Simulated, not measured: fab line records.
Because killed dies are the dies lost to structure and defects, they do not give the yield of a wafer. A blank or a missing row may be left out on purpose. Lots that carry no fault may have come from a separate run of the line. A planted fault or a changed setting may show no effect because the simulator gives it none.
A lot that was struck, set against a sound lot -- flow nand harc -- 29 steps out of a route of 1159
Sound: wafers L285.1, L285.3, L285.6. The struck wafers were L293.4, L293.5, L293.6. At the end, the cause is stated.
For every step that has rows: the tool of each side, followed by ch and its chambers, followed by its first start. Under that, the readings that differ: sound wafers -- struck wafers -- difference of the means -- sigmas: that difference in standard deviations of wafers without a fault.
alike: words and numbers the same on both sides, and readings whose means are apart by under 2 such deviations; not compared: readings that were withheld, readings missing a value for some wafer, numbers with overlapping values and no deviation given by the record, and bounds like >300 which may hide the same value.
The two part at a step that has a row with sigmas, a row that says differs or no value, or rows on one side only. Numbers that don't overlap but have no deviation are shown without sigmas and don't part them. A reading missing from all wafers of one side parts the sides only when that side holds two or more wafers.

first, 7 steps without rows for these wafers: NHARC_A_ZERO_WELL_COAT_18 (time 65 s); NHARC_A_ZERO_WELL_COAT_04 (resist thk 600 nm); NHARC_A_ZERO_WELL_SOFTBAKE_05 (time 70 s); NHARC_A_ZERO_WELL_EBR_06; NHARC_A_ZERO_WELL_EXPOSE_07 (exposes mask A ZERO); NHARC_A_ZERO_WELL_PEB_08 (peb time 80 s); NHARC_A_ZERO_WELL_DEVELOP_09 (time 50 s).
NHARC_A_ZERO_WELL_CD_MEAS_10 targets a cd of 2000 nm.
  sound on cd sem-02 ch 0, day 6 12:27; struck on cd sem-01 ch 0, day 8 10:14
  alike: cd nm
then, 1 step without rows for these wafers: NHARC_A_ZERO_WELL_HARDBAKE_11 (time 65 s).
NHARC_A_ZERO_WELL_DESCUM_12: chemistry O2, time 3 s.
  sound on rie diel-09 ch 0,3, day 6 12:37; struck on rie diel-01 ch 0,1, day 8 10:23
  alike: drypump motor current A, oes product au, rf vpp V, showerhead plenum p Torr, throttle valve pct
  not compared: rf hours counter h
NHARC_A_ZERO_WELL_ETCH_19: etches the open film in N2/H2, target depth 80 nm, overetch 24 nm, time 87.88 s.
  sound on rie diel-09 ch 0,2,3, day 6 12:42; struck on rie diel-01 ch 2,3, day 8 10:28
reading,sound,struck,difference,sigmas
showerhead plenum p Torr (Torr),2.13 2.20 2.18,2.04 1.91 2.04,-0.17,-2
  alike: drypump motor current A, oes product au, rf vpp V, throttle valve pct
  not compared: rf hours counter h
NHARC_A_ZERO_WELL_ETCH_13: etches the open film in HBr/Cl2, target depth 120 nm, time 40.1 s.
  sound on rie si-04 ch 0,2, day 6 12:49; struck on rie si-03 ch 0,1, day 8 10:35
  alike: drypump motor current A, oes product au, throttle valve pct
  not compared: rf hours counter h
NHARC_A_ZERO_WELL_STRIP_14: strips in SPM, time 900 s.
  sound on wet bench-09 ch 1,4,7, day 6 12:58; struck on wet bench-09 ch 2,3,6, day 8 10:44
  alike: bath guard temp C
then, 3 steps without rows for these wafers: NHARC_A_ZERO_WELL_IMPLANT_15; NHARC_A_ZERO_WELL_PRECLEAN_22 (cleans in SC1, time 60 s); NHARC_A_ZERO_WELL_SRD_23.
NHARC_A_ZERO_WELL_RTA_16: time 10 s.
  sound on rtp anneal-02 ch 0, day 6 13:45; struck on rtp anneal-01 ch 0, day 8 11:38
  alike: anneal temp c max, lamp power pct, wafer_temp_C_max
NHARC_A_ZERO_WELL_INSPECT_17:
  sound: defect inspect-01 at day 6 13:57; struck: defect inspect-02 at day 8 11:45
reading,sound,struck,difference,sigmas
raw defect count,13 7 1,616 598 642,+612,+99 or more
then, 3 steps without rows for these wafers: NHARC_A_SOURCE_PLATE_PRECLEAN_00 (cleans in HF-LAST, time 60 s); NHARC_A_SOURCE_PLATE_SRD_01; NHARC_A_SOURCE_PLATE_OXIDE_02 (material SiO2, target thk 10 nm, ox time 1362 s).
NHARC_A_SOURCE_PLATE_THK_MEAS_09: measures by ellipsometry.
  sound: film metro-01 at day 6 20:22; struck: film metro-01 at day 8 18:50
  alike: thk nm
then, 3 steps without rows for these wafers: NHARC_A_SOURCE_PLATE_PVD_04 (deposits WSi2, target thk 50 nm); NHARC_A_SOURCE_PLATE_CVD_03 (deposits poly-Si, target thk 200 nm, time 4000 s); NHARC_A_SOURCE_PLATE_ANNEAL_05 (time 1800 s).
NHARC_A_SOURCE_PLATE_THK_MEAS_06: measures by ellipsometry.
  sound: film metro-01 at day 7 09:22; struck: film metro-01 at day 9 07:52
  alike: thk nm
NHARC_A_SOURCE_PLATE_INSPECT_08:
  sound: defect inspect-01 at day 7 09:27; struck: defect inspect-01 at day 9 07:56
reading,sound,struck,difference,sigmas
raw defect count,49 33 72,685 648 735,+638,+26
then, no rows for these wafers at 1 step: NHARC_A_ONON_D1_DEP_00 (target thk 1000 nm).
-- jump in the record: it breaks off in module A_ONON_D1 and resumes in module END (first step shown: number 1159 of the route), and 12 days separate the struck wafers' starts before and after --
NHARC_END_SORT_01:
  only the struck wafers appear in the record here, on prober-01 ch 0 at day 21 02:26; the sound ones have no rows

## WHERE THEY PART
Earliest at NHARC_A_ZERO_WELL_ETCH_19; latest, in this record, at NHARC_END_SORT_01.

WHY: whatever the simulator had introduced
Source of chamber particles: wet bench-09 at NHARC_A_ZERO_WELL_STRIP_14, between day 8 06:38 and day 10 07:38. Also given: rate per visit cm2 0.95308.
